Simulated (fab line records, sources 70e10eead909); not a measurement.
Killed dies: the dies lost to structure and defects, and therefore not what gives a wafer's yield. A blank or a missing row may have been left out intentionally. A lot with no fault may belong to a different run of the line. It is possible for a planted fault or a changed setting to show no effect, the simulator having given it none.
The tool behind it: which one? || flow nandHarc || 36 wafers sampled from 12 lots at 1 step of a route of 1159

## WHAT THE GAUGES READ, wafer by wafer
NHARC_A_CONTACT_INSPECT_10.
{"lot": "L075", "measured": "day 17 08:49", "on": "defectInspect-02", "rawDefectCount": "7 11 10"}
{"lot": "L076", "measured": "day 17 12:27", "on": "defectInspect-01", "rawDefectCount": "34 39 24"}
{"lot": "L080", "measured": "day 19 00:56", "on": "defectInspect-01", "rawDefectCount": "36 35 36"}
{"lot": "L082", "measured": "day 19 08:23", "on": "defectInspect-01", "rawDefectCount": "12 13 8"}
{"lot": "L079", "measured": "day 19 10:41", "on": "defectInspect-02", "rawDefectCount": "5 9 8"}
{"lot": "L087", "measured": "day 19 19:02", "on": "defectInspect-01", "rawDefectCount": "35 25 23"}
{"lot": "L085", "measured": "day 20 20:27", "on": "defectInspect-02", "rawDefectCount": "24 25 37"}
{"lot": "L088", "measured": "day 21 05:05", "on": "defectInspect-02", "rawDefectCount": "31 33 26"}
{"lot": "L089", "measured": "day 21 12:24", "on": "defectInspect-01", "rawDefectCount": "10 30 20"}
{"lot": "L093", "measured": "day 22 01:14", "on": "defectInspect-02", "rawDefectCount": "42 31 43"}
{"lot": "L095", "measured": "day 22 15:52", "on": "defectInspect-01", "rawDefectCount": "14 25 20"}
{"lot": "L096", "measured": "day 22 22:06", "on": "defectInspect-01", "rawDefectCount": "34 29 44"}

## WHICH TOOL RAN EACH LOT (tool, then ch and the chambers of the sampled wafers, then the start)
The record shows no process step preceding these readings.

## THE ANSWER, worked out from the rows above alone
Rule: what is usual is taken from the lots themselves. Put in order of their means at a reading, lots are off if they are a third of the lots or fewer, leave a main group of 4 or more, and stand apart from it by a gap of 3 or more times the standard deviation of the main group's means; of several such gaps the widest counts. Not used: any main group whose means are identical at the precision the tables above print for the reading. Also off: a lot with no number at a reading for which 4 or more lots have one. The other lots that the step has rows for count as sound.
None of the lots is off at any reading shown; this tells nothing.

## WHAT WAS PUT IN BY THE SIMULATOR
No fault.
